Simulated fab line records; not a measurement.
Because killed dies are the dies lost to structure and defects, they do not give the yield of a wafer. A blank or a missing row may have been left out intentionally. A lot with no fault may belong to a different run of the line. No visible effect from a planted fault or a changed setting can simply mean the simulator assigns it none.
Matching of chambers | flow n5Finfet | N5_BEOL_M8_CMP_52 on cmp-03: 4 sister chambers
The step polishes, stops on SiCOH lowk, t overpolish 6.9 s, target thk 80 nm. 22 wafers are shown with their chamber, then 11 later ones without.

## WAFERS PAIRED WITH THEIR CHAMBERS
wafer  | chamber | timeToEndpointS (s) | motorCurrentA (A) | barrierFieldEndpointS (s)
L074.2 | 3       | 64                  | 7.1               | 29.4
L074.3 | 1       | 68                  | 7.0               | 29.8
L074.5 | 2       | 62                  | 6.6               | 29.0
L078.2 | 0       | 57                  | 6.3               | 28.3
L078.3 | 3       | 61                  | 6.5               | 28.6
L078.6 | 2       | 57                  | 6.8               | 28.2
L079.1 | 3       | 63                  | 6.9               | 29.8
L079.4 | 2       | 57                  | 6.7               | 28.7
L079.5 | 0       | 58                  | 5.9               | 28.1
L081.1 | 3       | 63                  | 7.2               | 29.5
L081.3 | 1       | 68                  | 6.8               | 29.4
L081.6 | 1       | 68                  | 6.9               | 30.3
L082.2 | 0       | 60                  | 5.9               | 28.7
L082.3 | 2       | 58                  | 6.9               | 27.6
L082.5 | 2       | 60                  | 7.1               | 28.2
L088.1 | 3       | 65                  | 6.8               | 29.9
L088.4 | 0       | 61                  | 6.3               | 29.2
L088.5 | 3       | 63                  | 7.1               | 29.5
L087.3 | 3       | 64                  | 7.0               | 29.5
L087.4 | 1       | 70                  | 6.9               | 30.7
L087.5 | 2       | 61                  | 6.9               | 29.4
L089.1 | 3       | 64                  | 7.1               | 28.9

SIGNATURES (averages over the wafers above)
reading               | chamber 0 | chamber 1 | chamber 2 | chamber 3 | scatter within a chamber
timeToEndpointS       | 59.00     | 68.50     | 59.17     | 63.38     | 1.59
motorCurrentA         | 6.100     | 6.900     | 6.833     | 6.963     | 0.196
barrierFieldEndpointS | 28.575    | 30.050    | 28.517    | 29.387    | 0.532
Rule: for a wafer and a chamber, the distance is found by dividing, reading by reading, the gap between the wafer's reading and the chamber's mean by the reading's scatter, squaring, summing and taking the root. If the next closest chamber is less than 2 further off than the closest, the wafer can't be placed; otherwise it belongs to the closest. The scatter: take each reading less its chamber's mean, square it, sum over the shown wafers, divide by the number of wafers less the number of chambers, and take the root.

## WAFERS MISSING THEIR CHAMBER
wafer  | timeToEndpointS (s) | motorCurrentA (A) | barrierFieldEndpointS (s)
L089.2 | 68                  | 7.1               | 29.7
L089.6 | 57                  | 7.0               | 28.9
L093.1 | 59                  | 6.6               | 28.5
L093.2 | 66                  | 7.3               | 29.9
L093.5 | 58                  | 6.1               | 28.1
L095.1 | 58                  | 5.8               | 27.4
L095.3 | 56                  | 6.8               | 27.3
L095.6 | 58                  | 6.9               | 27.4
L097.1 | 57                  | 6.6               | 27.1
L097.4 | 61                  | 6.0               | 27.7
L097.6 | 62                  | 6.2               | 28.4

## WHICH CHAMBER EACH WENT THROUGH
wafer  | from the rows above     | in truth
L089.2 | can't be placed: 1 or 3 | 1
L089.6 | 2                       | 2
L093.1 | can't be placed: 2 or 0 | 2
L093.2 | can't be placed: 3 or 1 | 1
L093.5 | 0                       | 0
L095.1 | 0                       | 0
L095.3 | can't be placed: 2 or 0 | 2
L095.6 | 2                       | 2
L097.1 | can't be placed: 2 or 0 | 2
L097.4 | 0                       | 0
L097.6 | can't be placed: 0 or 2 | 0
Correct placement for 5 of the 11. Unplaceable from these rows: 6, with the true chamber sitting among the candidates in 6. Wrongly placed: 0.
